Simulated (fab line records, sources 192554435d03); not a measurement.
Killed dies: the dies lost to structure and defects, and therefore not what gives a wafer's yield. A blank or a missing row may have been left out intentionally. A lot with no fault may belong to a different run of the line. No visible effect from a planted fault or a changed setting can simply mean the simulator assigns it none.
Split-lot experiment ; flow n5 finfet ; 21 wafers read from 7 lots, route of 1938 steps

ABOUT THE SPLIT
At N5_FIN_CUT_COAT_19 (time 60 s, resist thk 20 nm), the setting spin rpm was moved away from the recipe's 1500 rpm on 4 of the 21 wafers read, by +3.6% to +5.3%. All remaining wafers had this setting at the recipe value.

FROM THE SPLIT TO THE READING: what the file shows between them, 4 steps
- N5_FIN_CUT_COAT_29: time 60 s, resist thk 10 nm
- N5_FIN_CUT_COAT_02: resist thk 30 nm
- N5_FIN_CUT_DESCUM_13: chemistry O2, time 7 s
- N5_FIN_CUT_ETCH_30: etches underlayer in N2/H2, target depth 13 nm, time 10.4 s

THE READING
etch.depth nm (the simulator's own value, which no gauge read), in nm, at N5_FIN_CUT_ETCH_20 (etches SiARC in CF4, target depth 26 nm, time 43.3 s). The file does not state a usual value for it. Across the 17 wafers here that went through the recipe, the average is 19.97 nm and the standard deviation 0.057 nm.

wafer;tool, chamber at the split;spin rpm as run, rpm;against the recipe;etch.depth nm, nm;against lot-mates on the recipe
L078.4;litho track-04, 0;1500;recipe;20;-
L078.5;litho track-04, 0;1500;recipe;20.01;-
L078.6;litho track-04, 0;1500;recipe;20.06;-
L080.1;litho track-03, 0;1500;recipe;19.95;-
L080.2;litho track-03, 0;1500;recipe;19.96;-
L080.6;litho track-03, 0;1500;recipe;19.94;-
L081.1;litho track-02, 0;1500;recipe;19.94;-
L081.3;litho track-02, 0;1500;recipe;19.89;-
L081.5;litho track-02, 0;1500;recipe;19.86;-
L083.1;litho track-02, 0;1580;+5.3%;19.43;-0.47
L083.2;litho track-02, 0;1500;recipe;19.9;-
L083.4;litho track-02, 0;1580;+5.3%;19.46;-0.44
L084.2;litho track-04, 0;1500;recipe;20;-
L084.5;litho track-04, 0;1500;recipe;20.02;-
L084.6;litho track-04, 0;1500;recipe;20.07;-
L088.1;litho track-04, 0;1554;+3.6%;19.7;-0.33
L088.3;litho track-04, 0;1554;+3.6%;19.68;-0.35
L088.4;litho track-04, 0;1500;recipe;20.03;-
L091.1;litho track-04, 0;1500;recipe;19.94;-
L091.6;litho track-04, 0;1500;recipe;19.94;-
L091.4;litho track-04, 0;1500;recipe;19.95;-

FIT RESULTS
A straight line over all 21 wafers: etch.depth nm changes by -0.092 nm for each +1% of spin rpm; r = -0.95; the points scatter about the line by 0.058 nm.
The same after taking each lot's own level away (the mean of its wafers on the recipe; 21 wafers): -0.088 nm for each +1%; r = -0.99; scatter 0.023 nm.
That fit puts the effect of the largest move of spin rpm on the reading at 0.47 nm.
Measured against the standard deviation above, the lots' own levels, which go from 19.897 to 20.030 nm, span 2.3 times it.
So the lot-to-lot level changes the slope little: the two slopes agree.
Check: for one of the wafers moved furthest among these (+5.3%), held out of the fit, the line's prediction against its lot-mates is -0.47 nm. It came out at -0.47 nm against them.

THE OTHER SPLITS THESE WAFERS WENT THROUGH
Note: prior to the reading, these wafers also went through further splits. Each is held against what the fit with the lots' levels taken away leaves over:
other split on the same wafers;wafers away from the commonest value;r with etch.depth nm (lot level and that fit taken away)
N5_ZERO_LAYER_DEVELOP_10 develop time s;5;+0.10
N5_WELL_APT_COAT_02 spin rpm;8;+0.06
N5_PMOS_HMC_CHANNEL_EPI_PEB_07 peb temp c;6;-0.20
N5_PMOS_HMC_CHANNEL_EPI_DESCUM_14 time s;5;+0.23

THE WHOLE CHAIN: every reading that the file lists as answering this split, in the file's order
step;what it does;reading;change (the file's fit);r (the file's)
N5_FIN_CUT_COAT_19;time 60 s, resist thk 20 nm;SiARC_of_FIN_CUT_COAT_19.thk nm (the simulator's own value, which no gauge read);-0.0863 nm for each +1% of the setting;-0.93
N5_FIN_CUT_ETCH_20;etches SiARC in CF4, target depth 26 nm, time 43.3 s;etch.depth nm (the simulator's own value, which no gauge read);-0.0874 nm for each +1% of the setting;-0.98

FILE'S OWN FIT
etch.depth nm changes by -0.0874 nm for each +1% of spin rpm, r = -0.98.
